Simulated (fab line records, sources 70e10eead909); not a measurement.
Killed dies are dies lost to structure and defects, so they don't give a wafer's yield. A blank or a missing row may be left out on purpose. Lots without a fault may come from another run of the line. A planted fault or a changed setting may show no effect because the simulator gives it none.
Chamber matching | flow nand_harc | NHARC_A_SLIT_ETCH_29 on rie_diel-02: 4 sister chambers
The step etches the open film in CF4/O2, target depth 100 nm, overetch 10 nm, time 55 s. 7 wafers are shown with their chamber, then 7 later ones without.

WAFERS WITH THEIR CHAMBER
wafer  | chamber | drypump_motor_current_A (A) | oes_product_au (a.u.)
L497.6 | 3       | 5.6                         | 0.996
L500.6 | 2       | 5.5                         | 1.005
L507.3 | 2       | 5.4                         | 0.998
L507.4 | 0       | 5.6                         | 1.011
L507.5 | 1       | 5.9                         | 1.012
L512.1 | 0       | 5.7                         | 1.009
L512.2 | 3       | 5.6                         | 0.982

WAFERS WITHOUT THEIR CHAMBER
wafer  | drypump_motor_current_A (A) | oes_product_au (a.u.)
L512.4 | 5.9                         | 1.004
L515.1 | 5.9                         | 1.015
L515.2 | 5.5                         | 0.997
L515.3 | 5.7                         | 1.008
L516.3 | 5.6                         | 0.997
L516.4 | 5.7                         | 1.002
L516.6 | 5.4                         | 0.996

WHICH CHAMBER EACH WENT THROUGH
wafer  | from the rows above          | in truth
L512.4 | 1                            | 1
L515.1 | 1                            | 1
L515.2 | can't be placed: 2 or 3      | 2
L515.3 | 0                            | 0
L516.3 | can't be placed: 3 or 0 or 2 | 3
L516.4 | can't be placed: 0 or 3      | 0
L516.6 | 2                            | 2
Placed correctly: 4 of 7. Can't be placed from these rows: 3 (the true chamber is among the candidates in 3). Placed wrongly: 0.
How it was worked out, from the rows above alone: a wafer's distance from a chamber is the root of the sum, over the readings, of the square of ((its reading less the chamber's mean) divided by the reading's scatter). The wafer belongs to the nearest chamber; if the next one is less than 2 further off, it can't be placed. A chamber's mean is the mean of its shown wafers. The scatter: the root of (the sum of the squares of (reading less its chamber's mean) over the shown wafers, divided by (wafers less chambers)).
